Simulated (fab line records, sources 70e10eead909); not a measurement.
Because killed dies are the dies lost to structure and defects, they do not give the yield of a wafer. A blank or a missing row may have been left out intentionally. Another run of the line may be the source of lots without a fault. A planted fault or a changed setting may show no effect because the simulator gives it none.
Matching of chambers + flow nand harc + 4 sister chambers for NHARC_A_STAIRCASE_TRIM_220 on rie diel-07
The step chemistry O2, time 211.2 s. 8 wafers are shown with their chamber, then 7 later ones without.

## WAFERS PAIRED WITH THEIR CHAMBERS
| wafer  | chamber | drypump motor current A (A) | showerhead plenum p Torr (Torr) |
|--------|---------|-----------------------------|---------------------------------|
| L076.3 | 3       | 6.0                         | 3.48                            |
| L091.4 | 3       | 6.1                         | 3.45                            |
| L091.5 | 1       | 6.3                         | 3.52                            |
| L092.3 | 1       | 6.3                         | 3.52                            |
| L092.4 | 2       | 5.8                         | 3.29                            |
| L092.5 | 0       | 5.1                         | 3.44                            |
| L093.2 | 2       | 5.7                         | 3.29                            |
| L093.3 | 0       | 5.1                         | 3.44                            |

## WAFERS WITHOUT THEIR CHAMBER
| wafer  | drypump motor current A (A) | showerhead plenum p Torr (Torr) |
|--------|-----------------------------|---------------------------------|
| L093.4 | 6.3                         | 3.52                            |
| L093.1 | 6.0                         | 3.45                            |
| L093.5 | 6.3                         | 3.52                            |
| L093.6 | 5.1                         | 3.44                            |
| L094.1 | 6.3                         | 3.52                            |
| L094.3 | 6.0                         | 3.45                            |
| L094.6 | 5.1                         | 3.44                            |

## WHICH CHAMBER EACH ONE RAN IN
| wafer  | from the rows above | in truth |
|--------|---------------------|----------|
| L093.4 | 1                   | 1        |
| L093.1 | 3                   | 3        |
| L093.5 | 1                   | 1        |
| L093.6 | 0                   | 0        |
| L094.1 | 1                   | 1        |
| L094.3 | 3                   | 3        |
| L094.6 | 0                   | 0        |
Correctly placed: 7 of 7. Can't be placed from these rows: 0. Wrongly placed: 0.
How it was worked out, from the rows above alone: a wafer's distance from a chamber is the root of the sum, over the readings, of the square of ((its reading less the chamber's mean) divided by the reading's scatter). If the next closest chamber is less than 2 further off than the closest, the wafer can't be placed; otherwise it belongs to the closest. Each chamber's mean is taken over the wafers shown for it. The scatter: the root of (the sum of the squares of (reading less its chamber's mean) over the shown wafers, divided by (wafers less chambers)).
